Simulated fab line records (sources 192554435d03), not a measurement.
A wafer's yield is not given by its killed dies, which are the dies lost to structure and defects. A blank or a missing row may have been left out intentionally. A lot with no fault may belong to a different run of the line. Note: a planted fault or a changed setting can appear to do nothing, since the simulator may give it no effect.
fab line records -- flow n5Finfet
record lots=7, wafers=21
route steps=1938 shown BEOL_M11@1542 BEOL_M13@1659 MIM_BOT_LITHO@1858 PASSIVATION@1930
startH: the number of hours between the record's first day and the start of the first shown wafer of the lot -- waitH: hours since the lot's step before -- " repeats the value in the row above -- L1.1+2: several wafers, shown together as one row -- - either no value or no given start -- * or withheld: withheld -- < > ~ a bound
route shown NAME@n: a module of which the file shows steps, and the number in the route of the first -- usual: mean/standard deviation taken from wafers without a fault -- same: alike in all rows -- chamber/n: place in a boat -- sites: per-site readings -- _std_site: standard deviation across them -- _edge_site: outer sites' mean less inner sites' -- radiusMm: how far each site lies from the wafer's centre -- mask NAME#n: copy n -- behind: the most recent tool/chamber to have shaped the wafer -- hold: cause of the lot's hold/its duration in hours/its outcome -- device: which transistor (n, p or np) failed to switch -- end of line: tests run on the same wafers once the route is complete -- step lacking rows: just its recipe -- killed: count of dies lost to structure and defects at first sort (not the wafer's yield) -- map: the dies of a wafer, with x for killed, . for not killed, _ for no die there
set.NAME: setting as actually run; set.NAME@STEP: the setting as run at that earlier step -- model.NAME: the simulator's own value behind a step, which no gauge read
lots with deliberately changed settings; one table per step, one row per wafer
## steps
# step N5_BEOL_M11_COAT_60
# recipe resist=SiARC, tempC=220, timeS=60, spinRpm=1500, resistThkNm=30
lot.wafer,tool,chamber,startH,waitH,set.spinRpm,model.SiARC_of_BEOL_M11_COAT_60.thkNm
L075.3+5,lithoTrack-04,0,-,-,1500,30
L075.6,lithoTrack-04,0,-,-,1418,30.8
L077.1+6,lithoTrack-04,0,-,-,1500,30.2
L077.2,lithoTrack-04,0,-,-,1500,30.4
L083.1+3+6,lithoTrack-04,0,-,-,1500,30
L080.1+3+6,lithoTrack-01,0,-,-,1356,31.6
L091.2+6,lithoTrack-02,0,-,-,1593,29.2
L091.5,lithoTrack-02,0,-,-,1500,30
L090.3,lithoTrack-01,0,-,-,1500,30.2
L090.5+6,lithoTrack-01,0,-,-,1500,30
L095.2,lithoTrack-02,0,-,-,1666,28.4
L095.3,lithoTrack-02,0,-,-,1500,30
L095.6,lithoTrack-02,0,-,-,1500,29.8
# step N5_BEOL_M11_COAT_05
# recipe resist=CAR-ArF, spinRpm=1500, resistThkNm=90
# step N5_BEOL_M11_EBR_07
# recipe solvent=PGMEA, ebrWidthMm=1.5
# step N5_BEOL_M11_DESCUM_16
# recipe chemistry=O2, timeS=7.9, sourcePowerW=50, biasPowerW=20, pressureMtorr=20, rfFrequencyHz=2.712e+07, tempC=40, resist=CAR-ArF, o2FlowSccm=225
# step N5_BEOL_M11_ETCH_61
# recipe chemistry=CF4, target=SiARC, targetDepthA=390, maskMaterial=CAR-ArF, timeS=65, ionEnergyEv=80, pressureMtorr=40, sourceW=545, biasW=36, Ar_flow_sccm=100, cf4FlowSccm=100, ends=cleared
lot.wafer,tool,chamber,startH,waitH,set.spinRpm@BEOL_M11_COAT_60,model.etch.depthNm,model.CAR-ArF_of_BEOL_M11_COAT_05.thkNm
L075.3,rieDiel-05,0,242.32,0.0,1500,29.93,55.4
L075.5,rieDiel-05,1,242.32,0.0,1500,29.97,55.2
L075.6,rieDiel-05,2,242.32,0.0,1418,30.73,54.8
L077.1,rieDiel-06,0,294.99,0.0,1500,30.13,55.8
L077.2,rieDiel-06,3,294.99,0.0,1500,30.3,55.4
L077.6,rieDiel-06,2,294.99,0.0,1500,30.27,55.6
L083.1,rieDiel-05,0,303.95,0.0,1500,30.06,55.6
L083.3,rieDiel-05,3,303.95,0.0,1500,30.05,55.8
L083.6,rieDiel-05,2,303.95,0.0,1500,29.95,55.6
L080.1+3,rieDiel-05,"1,0",308.39,0.0,1356,31.68,54.2
L080.6,rieDiel-05,3,308.39,0.0,1356,31.67,53.8
L091.2,rieDiel-06,2,357.84,0.0,1593,29.19,56.2
L091.5,rieDiel-06,3,357.84,0.0,1500,30.06,55.2
L091.6,rieDiel-06,0,357.84,0.0,1593,29.18,56
L090.3,rieDiel-06,1,379.11,0.0,1500,30.11,55.2
L090.5,rieDiel-06,2,379.11,0.0,1500,30.09,55.4
L090.6,rieDiel-06,3,379.11,0.0,1500,30.06,55.6
L095.2,rieDiel-06,0,392.58,0.0,1666,28.35,57
L095.3,rieDiel-06,3,392.58,0.0,1500,29.91,56
L095.6,rieDiel-06,2,392.58,0.0,1500,29.88,55.4
# step N5_BEOL_M11_ETCH_62
# recipe chemistry=N2/H2, target=SOC, targetDepthA=1100, overetchA=220, maskMaterial=SiARC, tempC=40, timeS=165, ionEnergyEv=200, pressureMtorr=30, sourceW=840, biasW=150, n2FlowSccm=200, h2FlowSccm=200
lot.wafer,tool,chamber,startH,waitH,set.spinRpm@BEOL_M11_COAT_60,model.SiARC_of_BEOL_M11_COAT_60.thkNm
L075.3,rieDiel-05,0,242.37,0.0,1500,23.8
L075.5,rieDiel-05,1,242.37,0.0,1500,23.6
L075.6,rieDiel-05,2,242.37,0.0,1418,25
L077.1,rieDiel-06,0,295.04,0.0,1500,23.6
L077.2,rieDiel-06,3,295.04,0.0,1500,24.2
L077.6,rieDiel-06,2,295.04,0.0,1500,24
L083.1,rieDiel-05,0,304.00,0.0,1500,24
L083.3,rieDiel-05,3,304.00,0.0,1500,23.2
L083.6,rieDiel-05,2,304.00,0.0,1500,23.8
L080.1,rieDiel-05,1,308.44,0.0,1356,25.2
L080.3,rieDiel-05,0,308.44,0.0,1356,25.6
L080.6,rieDiel-05,3,308.44,0.0,1356,24.8
L091.2,rieDiel-06,2,357.89,0.0,1593,23
L091.5,rieDiel-06,3,357.89,0.0,1500,23.8
L091.6,rieDiel-06,0,357.89,0.0,1593,22.8
L090.3,rieDiel-06,1,379.16,0.0,1500,23.4
L090.5+6,rieDiel-06,"2,3",379.16,0.0,1500,23.8
L095.2,rieDiel-06,0,392.63,0.0,1666,22
L095.3,rieDiel-06,3,392.63,0.0,1500,23.8
L095.6,rieDiel-06,2,392.63,0.0,1500,23.6
# step N5_BEOL_M13_ILD_DEP_00
# recipe material=SiOC, targetThkA=8379.2, tempC=350, precursor=DEMS/O2, pressureTorr=5, rfW=500, timeS=166.4
lot.wafer,tool,chamber,startH,waitH,set.timeS,model.SiOC_of_BEOL_M13_ILD_DEP_00.thkNm
L075.3,pecvd-02,1,254.67,0.0,166.4,856.2
L075.5,pecvd-02,2,254.67,0.0,166.4,856
L075.6,pecvd-02,1,254.67,0.0,166.4,866.4
L077.1,pecvd-03,0,305.75,0.0,166.4,840.2
L077.2,pecvd-03,2,305.75,0.0,166.4,845.8
L077.6,pecvd-03,1,305.75,0.0,166.4,869.2
L083.1,pecvd-03,2,314.44,0.0,166.4,836
L083.3,pecvd-03,2,314.44,0.0,166.4,848
L083.6,pecvd-03,2,314.44,0.0,166.4,846.4
L080.1,pecvd-02,0,320.37,0.0,143.5,718.2
L080.3,pecvd-02,2,320.37,0.0,166.4,842.4
L080.6,pecvd-02,2,320.37,0.0,166.4,849.6
L091.2,pecvd-03,2,373.20,0.0,166.4,833.4
L091.5,pecvd-03,0,373.20,0.0,166.4,845.4
L091.6,pecvd-03,2,373.20,0.0,166.4,852.4
L090.3,pecvd-04,0,387.88,0.1,166.4,856.6
L090.5,pecvd-04,0,387.88,0.1,191.1,982
L090.6,pecvd-04,2,387.88,0.1,191.1,958.2
L095.2,pecvd-02,0,405.18,0.0,186.3,930
L095.3,pecvd-02,2,405.18,0.0,166.4,823
L095.6,pecvd-02,2,405.18,0.0,186.3,935.8
# step N5_BEOL_M13_THK_MEAS_01
# recipe reads=SiOC_of_BEOL_M13_ILD_DEP_00
# usual M13_ILD_THK=845/11
lot.wafer,tool,chamber,startH,waitH,set.timeS@BEOL_M13_ILD_DEP_00,M13_ILD_THK[nm]
L075.3,filmMetro-01,-,254.82,0.1,166.4,856
L075.5,filmMetro-01,-,254.82,0.1,166.4,856
L075.6,filmMetro-01,-,254.82,0.1,166.4,867
L077.1,filmMetro-01,-,305.90,0.1,166.4,840
L077.2,filmMetro-01,-,305.90,0.1,166.4,846
L077.6,filmMetro-01,-,305.90,0.1,166.4,870
L083.1,filmMetro-02,-,314.65,0.2,166.4,835
L083.3,filmMetro-02,-,314.65,0.2,166.4,848
L083.6,filmMetro-02,-,314.65,0.2,166.4,846
L080.1,filmMetro-02,-,320.52,0.1,143.5,718
L080.3,filmMetro-02,-,320.52,0.1,166.4,843
L080.6,filmMetro-02,-,320.52,0.1,166.4,850
L091.2,filmMetro-01,-,373.35,0.1,166.4,833
L091.5,filmMetro-01,-,373.35,0.1,166.4,845
L091.6,filmMetro-01,-,373.35,0.1,166.4,852
L090.3,filmMetro-01,-,388.03,0.1,166.4,857
L090.5,filmMetro-01,-,388.03,0.1,191.1,982
L090.6,filmMetro-01,-,388.03,0.1,191.1,959
L095.2,filmMetro-02,-,405.33,0.1,186.3,930
L095.3,filmMetro-02,-,405.33,0.1,166.4,823
L095.6,filmMetro-02,-,405.33,0.1,186.3,935
# step N5_BEOL_M13_EXPOSE_07
# recipe maskId=V12, na=0.93, sourceShape=conventional, sigmaOuter=0.6, polarization=unpolarized, attpsmPhaseDeg=180, doseMj=24.8
lot.wafer,tool,chamber,startH,waitH,mask,set.doseMj
L075.3+5,krfScanner-02,0,254.97,-,V12#0,23.28
L075.6,krfScanner-02,0,254.97,-,V12#0,24.8
L077.1+2+6,krfScanner-02,0,306.16,-,V12#0,23.2
L083.1+3+6,krfScanner-01,0,314.78,-,V12#0,24.8
L080.1+6,krfScanner-02,0,320.77,-,V12#0,24.8
L080.3,krfScanner-02,0,320.77,-,V12#0,23.74
L091.2,krfScanner-01,0,373.61,-,V12#0,23.71
L091.5+6,krfScanner-01,0,373.61,-,V12#0,24.8
L090.3+6,krfScanner-02,0,388.17,-,V12#0,24.8
L090.5,krfScanner-02,0,388.17,-,V12#0,25.95
L095.2+6,krfScanner-01,0,405.59,-,V12#0,24.8
L095.3,krfScanner-01,0,405.59,-,V12#0,23.19
# step N5_BEOL_M13_PEB_08
# recipe pebTempC=130, pebTimeS=90
# step N5_BEOL_M13_DEVELOP_09
# recipe developTimeS=45, rinseLiquid=diw, dry=airSpin, devTempC=21
# step N5_BEOL_M13_HARDBAKE_14
# recipe tempC=130, timeS=120
# step N5_BEOL_M13_CD_MEAS_10
# recipe targetCdNm=190, landingEnergyEv=500, detector=seInlens, polarity=opening
# usual cdNm=189.8/1.7
lot.wafer,tool,chamber,startH,waitH,set.doseMj@BEOL_M13_EXPOSE_07,cdNm
L075.3,cdSem-02,0,255.13,-,23.28,183.8
L075.5,cdSem-02,0,255.13,-,23.28,181.5
L075.6,cdSem-02,0,255.13,-,24.8,188.6
L077.1,cdSem-03,0,306.33,-,23.2,184.3
L077.2,cdSem-03,0,306.33,-,23.2,183.0
L077.6,cdSem-03,0,306.33,-,23.2,183.1
L083.1,cdSem-01,0,314.96,-,24.8,192.2
L083.3,cdSem-01,0,314.96,-,24.8,190.7
L083.6,cdSem-01,0,314.96,-,24.8,190.9
L080.1,cdSem-01,0,320.94,-,24.8,188.6
L080.3,cdSem-01,0,320.94,-,23.74,184.0
L080.6,cdSem-01,0,320.94,-,24.8,190.1
L091.2,cdSem-03,0,373.78,-,23.71,185.0
L091.5,cdSem-03,0,373.78,-,24.8,188.4
L091.6,cdSem-03,0,373.78,-,24.8,188.2
L090.3,cdSem-03,0,388.34,-,24.8,187.7
L090.5,cdSem-03,0,388.34,-,25.95,192.2
L090.6,cdSem-03,0,388.34,-,24.8,189.0
L095.2,cdSem-01,0,405.76,-,24.8,191.6
L095.3,cdSem-01,0,405.76,-,23.19,186.5
L095.6,cdSem-01,0,405.76,-,24.8,190.8
# step N5_BEOL_M13_DESCUM_15
# recipe chemistry=O2, timeS=7.9, sourcePowerW=50, biasPowerW=20, pressureMtorr=20, rfFrequencyHz=2.712e+07, tempC=40, o2FlowSccm=225
# step N5_BEOL_M13_ETCH_59
# recipe chemistry=N2/H2, target=BARC, targetDepthA=890, overetchA=267, timeS=67.9, ionEnergyEv=200, pressureMtorr=30, sourceW=840, biasW=150, n2FlowSccm=200, h2FlowSccm=200
# step N5_BEOL_M13_VIA_ETCH_16
# recipe chemistry=C4F8/O2/Ar, target=SiOC, pressureMtorr=30, sourceW=3000, biasW=700, Ar_flow_sccm=400, C4F8_flow_sccm=15, O2_flow_sccm=8, heInnerTorr=15, heOuterTorr=30, targetDepthA=9217, timeS=withheld, ionEnergyEv=250, ends=cleared
lot.wafer,tool,chamber,startH,waitH,set.timeS@BEOL_M13_ILD_DEP_00,model.etch.depthNm,model.coat_of_BEOL_M13_COAT_04.thkNm
L075.3,rieDiel-06,2,255.56,0.0,*,856.3,66.2
L075.5,rieDiel-06,2,255.56,0.0,*,855.9,68.6
L075.6,rieDiel-06,1,255.56,0.0,*,866.5,63.4
L077.1,rieDiel-01,2,306.52,0.0,*,840.1,70
L077.2,rieDiel-01,0,306.52,0.0,*,845.8,67.6
L077.6,rieDiel-01,2,306.52,0.0,*,869.3,61.2
L083.1,rieDiel-06,0,315.13,0.0,*,835.9,72.4
L083.3,rieDiel-06,3,315.13,0.0,*,848,69
L083.6,rieDiel-06,0,315.13,0.0,*,846.4,68.8
L080.1,rieDiel-01,0,321.21,0.0,*,718.3,105
L080.3,rieDiel-01,2,321.21,0.0,*,842.4,66.6
L080.6,rieDiel-01,2,321.21,0.0,*,849.6,65.4
L091.2,rieDiel-01,3,374.16,0.0,*,833.3,71.2
L091.5,rieDiel-01,1,374.16,0.0,*,845.4,70.8
L091.6,rieDiel-01,2,374.16,0.0,*,852.4,63
L090.3,rieDiel-05,2,388.54,0.0,*,856.6,68
L090.5,rieDiel-05,1,388.54,0.0,*,982.1,28.6
L090.6,rieDiel-05,0,388.54,0.0,*,958.2,36.2
L095.2,rieDiel-06,2,406.24,0.0,*,930.1,43
L095.3,rieDiel-06,3,406.24,0.0,*,823,75.8
L095.6,rieDiel-06,0,406.24,0.0,*,935.8,43.2
# step N5_BEOL_M13_STRIP_63
# recipe chemistry=N2/H2, powerW=1000, tempC=250, h2Frac=0.65, overashFraction=0.3, pressureMtorr=1000, n2FlowSccm=1750, h2FlowSccm=3250
# usual stripTimeToEndpointS=27.2/1.1
lot.wafer,tool,chamber,startH,waitH,set.timeS@BEOL_M13_ILD_DEP_00,stripTimeToEndpointS
L075.3,plasmaAsher-01,1,255.82,-,166.4,26.5
L075.5,plasmaAsher-01,1,255.82,-,166.4,27.3
L075.6,plasmaAsher-01,0,255.82,-,166.4,25.7
L077.1,plasmaAsher-01,0,306.75,-,166.4,27.7
L077.2,plasmaAsher-01,1,306.75,-,166.4,27.0
L077.6,plasmaAsher-01,1,306.75,-,166.4,25.0
L083.1,plasmaAsher-02,1,315.37,-,166.4,28.3
L083.3,plasmaAsher-02,0,315.37,-,166.4,27.4
L083.6,plasmaAsher-02,0,315.37,-,166.4,27.3
L080.1,plasmaAsher-02,1,321.45,-,143.5,37.6
L080.3,plasmaAsher-02,0,321.45,-,166.4,26.7
L080.6,plasmaAsher-02,1,321.45,-,166.4,26.3
L091.2,plasmaAsher-01,0,374.40,-,166.4,28.0
L091.5,plasmaAsher-01,0,374.40,-,166.4,27.9
L091.6,plasmaAsher-01,1,374.40,-,166.4,25.6
L090.3,plasmaAsher-01,1,388.79,-,166.4,27.1
L090.5,plasmaAsher-01,0,388.79,-,191.1,14.6
L090.6,plasmaAsher-01,1,388.79,-,191.1,17.1
L095.2,plasmaAsher-01,0,406.48,-,186.3,19.4
L095.3,plasmaAsher-01,0,406.48,-,166.4,29.3
L095.6,plasmaAsher-01,1,406.48,-,186.3,19.5
# step N5_BEOL_M13_STRIP_64
# recipe chemistry=N2/H2, powerW=1000, tempC=250, h2Frac=0.65, overashFraction=0.3, pressureMtorr=withheld, n2FlowSccm=1750, h2FlowSccm=3250
# step N5_BEOL_M13_STRIP_71
# recipe chemistry=postEtchResidueRemover, timeS=60, tempC=25, removerPh=withheld, removerWaterWtPct=withheld, removerFluorideWtPct=withheld
# step N5_BEOL_M13_SRD_72
# recipe timeS=30, tempC=23, rinseLiquid=diw, dry=n2Spin, spinRpm=1500, dryTimeS=30
# step N5_BEOL_M13_CD_MEAS_17
# recipe targetCdNm=190, polarity=opening
# usual cdNm=190.5/2
lot.wafer,tool,chamber,startH,waitH,set.doseMj@BEOL_M13_EXPOSE_07,cdNm
L075.3,cdSem-01,-,256.01,0.0,23.28,186.3
L075.5,cdSem-01,-,256.01,0.0,23.28,184.4
L075.6,cdSem-01,-,256.01,0.0,24.8,191.6
L077.1,cdSem-02,-,306.96,0.0,23.2,185.1
L077.2,cdSem-02,-,306.96,0.0,23.2,182.7
L077.6,cdSem-02,-,306.96,0.0,23.2,185.1
L083.1,cdSem-01,-,315.62,0.0,24.8,191.1
L083.3,cdSem-01,-,315.62,0.0,24.8,191.3
L083.6,cdSem-01,-,315.62,0.0,24.8,191.7
L080.1,cdSem-01,-,321.65,0.0,24.8,189.0
L080.3,cdSem-01,-,321.65,0.0,23.74,185.1
L080.6,cdSem-01,-,321.65,0.0,24.8,190.7
L091.2,cdSem-02,-,374.61,0.0,23.71,186.1
L091.5,cdSem-02,-,374.61,0.0,24.8,188.1
L091.6,cdSem-02,-,374.61,0.0,24.8,189.6
L090.3,cdSem-01,-,388.99,0.0,24.8,190.0
L090.5,cdSem-01,-,388.99,0.0,25.95,196.1
L090.6,cdSem-01,-,388.99,0.0,24.8,192.2
L095.2,cdSem-01,-,406.69,0.0,24.8,191.7
L095.3,cdSem-01,-,406.69,0.0,23.19,186.7
L095.6,cdSem-01,-,406.69,0.0,24.8,190.3
# step N5_BEOL_M13_DEP_53
# recipe material=SiCN, targetThkA=500, tempC=withheld, precursor=3MS/NH3, pressureTorr=3, rfW=675, timeS=17.8
lot.wafer,tool,chamber,startH,waitH,set.timeS,model.SiCN_of_BEOL_M13_DEP_53.thkNm
L075.3,pecvd-03,2,263.75,0.0,16.96,47.8
L075.5,pecvd-03,0,263.75,0.0,17.8,52.4
L075.6,pecvd-03,1,263.75,0.0,16.96,49.6
L077.1,pecvd-04,0,310.23,0.0,17.8,51
L077.2,pecvd-04,1,310.23,0.0,17.04,46.6
L077.6,pecvd-04,1,310.23,0.0,17.04,46.8
L083.1,pecvd-04,0,319.96,0.0,17.8,50.6
L083.3,pecvd-04,1,319.96,0.0,17.8,48.8
L083.6,pecvd-04,1,319.96,0.0,17.8,49.4
L080.1,pecvd-03,1,324.74,0.0,20.22,56
L080.3,pecvd-03,2,324.74,0.0,20.22,55.4
L080.6,pecvd-03,1,324.74,0.0,20.22,57
L091.2,pecvd-02,0,379.85,0.0,17.8,49
L091.5,pecvd-02,2,379.85,0.0,15.57,42.8
L091.6,pecvd-02,1,379.85,0.0,15.57,44
L090.3,pecvd-03,1,394.65,0.0,15.54,43.6
L090.5,pecvd-03,2,394.65,0.0,17.8,50.4
L090.6,pecvd-03,1,394.65,0.0,15.54,44.2
L095.2,pecvd-02,0,411.54,0.0,17.8,48.8
L095.3,pecvd-02,2,411.54,0.0,15.57,43
L095.6,pecvd-02,0,411.54,0.0,15.57,43.2
# step N5_MIM_BOT_LITHO_EXPOSE_05
# recipe maskId=MIM_BOT, na=0.55, sourceShape=conventional, sigmaOuter=0.8, polarization=unpolarized, doseMj=24.25
lot.wafer,tool,chamber,startH,waitH,mask,set.doseMj
L075.3+5,krfScanner-01,0,279.69,-,MIM_BOT#0,24.25
L075.6,krfScanner-01,0,279.69,-,MIM_BOT#0,23.18
L077.1,krfScanner-01,0,326.12,-,MIM_BOT#0,24.25
L077.2+6,krfScanner-01,0,326.12,-,MIM_BOT#0,22.93
L083.1+3+6,krfScanner-02,0,337.63,-,MIM_BOT#0,24.25
L080.1+3,krfScanner-01,0,343.42,-,MIM_BOT#0,25.41
L080.6,krfScanner-01,0,343.42,-,MIM_BOT#0,24.25
L091.2,krfScanner-02,0,395.17,-,MIM_BOT#0,22.54
L091.5+6,krfScanner-02,0,395.17,-,MIM_BOT#0,24.25
L090.3,krfScanner-02,0,417.99,-,MIM_BOT#0,22.6
L090.5+6,krfScanner-02,0,417.99,-,MIM_BOT#0,24.25
L095.2+3+6,krfScanner-02,0,428.61,-,MIM_BOT#0,24.25
# step N5_MIM_BOT_LITHO_PEB_06
# recipe pebTempC=withheld, pebTimeS=*
# step N5_MIM_BOT_LITHO_DEVELOP_07
# recipe developTimeS=60, rinseLiquid=diw, dry=airSpin, devTempC=21
# step N5_MIM_BOT_LITHO_HARDBAKE_09
# recipe tempC=130, timeS=120
# step N5_MIM_BOT_LITHO_CD_MEAS_08
# recipe targetCdNm=3000, landingEnergyEv=500, detector=seInlens, polarity=opening
# usual cdNm=3000.2/2.4
lot.wafer,tool,chamber,startH,waitH,set.doseMj@MIM_BOT_LITHO_EXPOSE_05,cdNm
L075.3,cdSem-03,0,279.85,-,24.25,3005.2
L075.5,cdSem-03,0,279.85,-,24.25,3003.1
L075.6,cdSem-03,0,279.85,-,23.18,2993.9
L077.1,cdSem-03,0,326.30,-,24.25,2997.4
L077.2,cdSem-03,0,326.30,-,22.93,2986.1
L077.6,cdSem-03,0,326.30,-,22.93,2990.8
L083.1,cdSem-02,0,337.81,-,24.25,2999.6
L083.3,cdSem-02,0,337.81,-,24.25,3002.3
L083.6,cdSem-02,0,337.81,-,24.25,2996.2
L080.1,cdSem-01,0,343.60,-,25.41,3003.7
L080.3,cdSem-01,0,343.60,-,25.41,3008.3
L080.6,cdSem-01,0,343.60,-,24.25,2997.5
L091.2,cdSem-01,0,395.35,-,22.54,2984.3
L091.5,cdSem-01,0,395.35,-,24.25,3002.3
L091.6,cdSem-01,0,395.35,-,24.25,3002.5
L090.3,cdSem-03,0,418.16,-,22.6,2988.5
L090.5,cdSem-03,0,418.16,-,24.25,3001.6
L090.6,cdSem-03,0,418.16,-,24.25,3001.7
L095.2,cdSem-03,0,428.78,-,24.25,3005.1
L095.3,cdSem-03,0,428.78,-,24.25,3003.4
L095.6,cdSem-03,0,428.78,-,24.25,3003.6
# step N5_PASSIVATION_ETCH_54
# recipe chemistry=CHF3/O2, target=SiO2, targetDepthA=8800, CHF3_flow_sccm=50, O2_flow_sccm=5, Ar_flow_sccm=200, timeS=440, maskMaterial=PR, pressureMtorr=30, sourceW=650, biasW=170, ionEnergyEv=200
lot.wafer,tool,chamber,startH,waitH,set.timeS,model.PASSIVATION.featureDepthNm,model.etch.depthNm
L075.3,rieDiel-02,3,289.31,0.1,373.2,737.2,737.3
L075.5,rieDiel-02,0,289.31,0.1,373.2,745.4,745.3
L075.6,rieDiel-02,2,289.31,0.1,440,865.6,865.6
L077.1,rieDiel-02,3,333.15,0.1,440,871.4,871.3
L077.2,rieDiel-02,0,333.15,0.1,440,877.8,877.9
L077.6,rieDiel-02,2,333.15,0.1,440,869.6,869.6
L083.1,rieDiel-04,1,346.20,0.1,440,910.8,910.7
L083.3,rieDiel-04,2,346.20,0.1,440,881.8,881.8
L083.6,rieDiel-04,1,346.20,0.1,440,901,901.1
L080.1,rieDiel-04,3,351.52,0.1,440,876.2,876.2
L080.3,rieDiel-04,0,351.52,0.1,440,932.2,932.2
L080.6,rieDiel-04,2,351.52,0.1,440,892.2,892.2
L091.2,rieDiel-03,3,405.89,0.1,440,888.6,888.7
L091.5,rieDiel-03,2,405.89,0.1,381.4,765.6,765.6
L091.6,rieDiel-03,1,405.89,0.1,381.4,752,752.1
L090.3,rieDiel-04,1,425.58,0.1,440,880.2,880.2
L090.5,rieDiel-04,1,425.58,0.1,440,885,885
L090.6,rieDiel-04,0,425.58,0.1,440,923,923
L095.2,rieDiel-03,0,435.57,0.1,440,885.8,885.8
L095.3,rieDiel-03,2,435.57,0.1,351.8,713,713.1
L095.6,rieDiel-03,0,435.57,0.1,351.8,707.2,707.2
## key
split step=N5_BEOL_M11_COAT_60, setting=spinRpm, stated=1500, by=wafer
response step=N5_BEOL_M11_COAT_60, reading=model.SiARC_of_BEOL_M11_COAT_60.thkNm, change=-0.136, per=1%, r=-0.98
response step=N5_BEOL_M11_ETCH_61, reading=model.etch.depthNm, change=-0.141, per=1%, r=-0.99
response step=N5_BEOL_M11_ETCH_61, reading=model.CAR-ArF_of_BEOL_M11_COAT_05.thkNm, change=+0.119, per=1%, r=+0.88
response step=N5_BEOL_M11_ETCH_62, reading=model.SiARC_of_BEOL_M11_COAT_60.thkNm, change=-0.165, per=1%, r=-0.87
split step=N5_BEOL_M13_ILD_DEP_00, setting=timeS, stated=166.4, by=wafer
response step=N5_BEOL_M13_ILD_DEP_00, reading=model.SiOC_of_BEOL_M13_ILD_DEP_00.thkNm, change=+8.61, per=1%, r=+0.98
response step=N5_BEOL_M13_THK_MEAS_01, reading=M13_ILD_THK, change=+8.62, per=1%, r=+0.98
response step=N5_BEOL_M13_VIA_ETCH_16, reading=model.etch.depthNm, change=+8.61, per=1%, r=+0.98
response step=N5_BEOL_M13_VIA_ETCH_16, reading=model.coat_of_BEOL_M13_COAT_04.thkNm, change=-2.63, per=1%, r=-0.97
response step=N5_BEOL_M13_STRIP_63, reading=stripTimeToEndpointS, change=*, per=1%, r=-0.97
split step=N5_BEOL_M13_EXPOSE_07, setting=doseMj, stated=24.8, by=wafer
response step=N5_BEOL_M13_CD_MEAS_10, reading=cdNm, change=+0.882, per=1%, r=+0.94
response step=N5_BEOL_M13_CD_MEAS_17, reading=cdNm, change=+0.877, per=1%, r=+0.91
split step=N5_BEOL_M13_DEP_53, setting=timeS, stated=17.8, by=wafer
response step=N5_BEOL_M13_DEP_53, reading=model.SiCN_of_BEOL_M13_DEP_53.thkNm, change=+0.504, per=1%, r=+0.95
split step=N5_MIM_BOT_LITHO_EXPOSE_05, setting=doseMj, stated=24.25, by=wafer
response step=N5_MIM_BOT_LITHO_CD_MEAS_08, reading=cdNm, change=+2.09, per=1%, r=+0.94
split step=N5_PASSIVATION_ETCH_54, setting=timeS, stated=440, by=wafer
response step=N5_PASSIVATION_ETCH_54, reading=model.PASSIVATION.featureDepthNm, change=+8.82, per=1%, r=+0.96
response step=N5_PASSIVATION_ETCH_54, reading=model.etch.depthNm, change=+8.82, per=1%, r=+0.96
